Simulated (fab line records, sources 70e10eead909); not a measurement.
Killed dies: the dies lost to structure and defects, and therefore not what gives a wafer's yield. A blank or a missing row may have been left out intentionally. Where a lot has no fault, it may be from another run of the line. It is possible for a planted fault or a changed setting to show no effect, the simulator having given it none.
Chamber matching -- flow nand harc -- rie diel-07 running NHARC_A_M0_STRIP_18: 4 sister chambers
The step strips in N2/H2. 16 wafers are shown with their chamber, then 8 later ones without.

WAFERS WITH THEIR CHAMBER
wafer,chamber,drypump motor current A (A),rf vpp V (V),oes product au (a.u.)
L075.4,3,5.8,90.4,1.014
L075.5,1,5.7,91.8,1.010
L075.6,0,5.9,90.2,1.000
L079.1,2,5.1,90.5,1.005
L079.4,0,5.9,90.4,1.006
L079.5,1,5.7,91.3,1.014
L084.2,0,5.9,91.3,0.998
L084.3,3,5.8,92.6,1.005
L084.6,3,5.8,90.6,1.008
L086.3,2,5.1,89.6,1.008
L086.5,3,5.8,89.5,1.001
L086.6,2,5.2,90.5,1.008
L089.1,2,5.1,90.0,0.995
L089.5,0,5.9,89.7,1.006
L089.6,3,5.8,90.5,0.990
L088.2,2,5.1,89.5,0.994

SIGNATURES (means of the wafers above)
reading,chamber 0,chamber 1,chamber 2,chamber 3,scatter within a chamber
drypump motor current A,5.900,5.700,5.120,5.800,0.0258
rf vpp V,90.400,91.550,90.020,90.720,0.794
oes product au,1.00250,1.01200,1.00200,1.00360,0.00692
Rule: a wafer lies at a distance from a chamber equal to the root of the sum of squares, over the readings, of (its reading less the chamber's mean, divided by the reading's scatter). The wafer belongs to the nearest chamber; if the next one is less than 2 further off, it can't be placed. The scatter is the square root of a quotient: the sum, over the shown wafers, of each reading's squared deviation from its chamber's mean, divided by wafers minus chambers.

WAFERS WHOSE CHAMBER IS MISSING
wafer,drypump motor current A (A),rf vpp V (V),oes product au (a.u.)
L088.3,5.7,91.4,1.002
L088.6,5.8,91.7,1.003
L094.1,5.9,89.8,1.007
L094.2,5.8,92.8,0.996
L094.3,5.7,91.6,1.003
L097.1,5.2,90.5,0.993
L097.3,5.8,91.8,0.988
L097.4,5.7,91.1,0.991

WHICH CHAMBER EACH ONE RAN IN
wafer,from the rows above,in truth
L088.3,1,1
L088.6,3,3
L094.1,0,0
L094.2,can't be placed: 3 or 1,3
L094.3,1,1
L097.1,2,2
L097.3,3,3
L097.4,can't be placed: 1 or 3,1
Placed correctly: 6 of 8. Can't be placed from these rows: 2 (the true chamber is among the candidates in 2). Wrongly placed: 0.
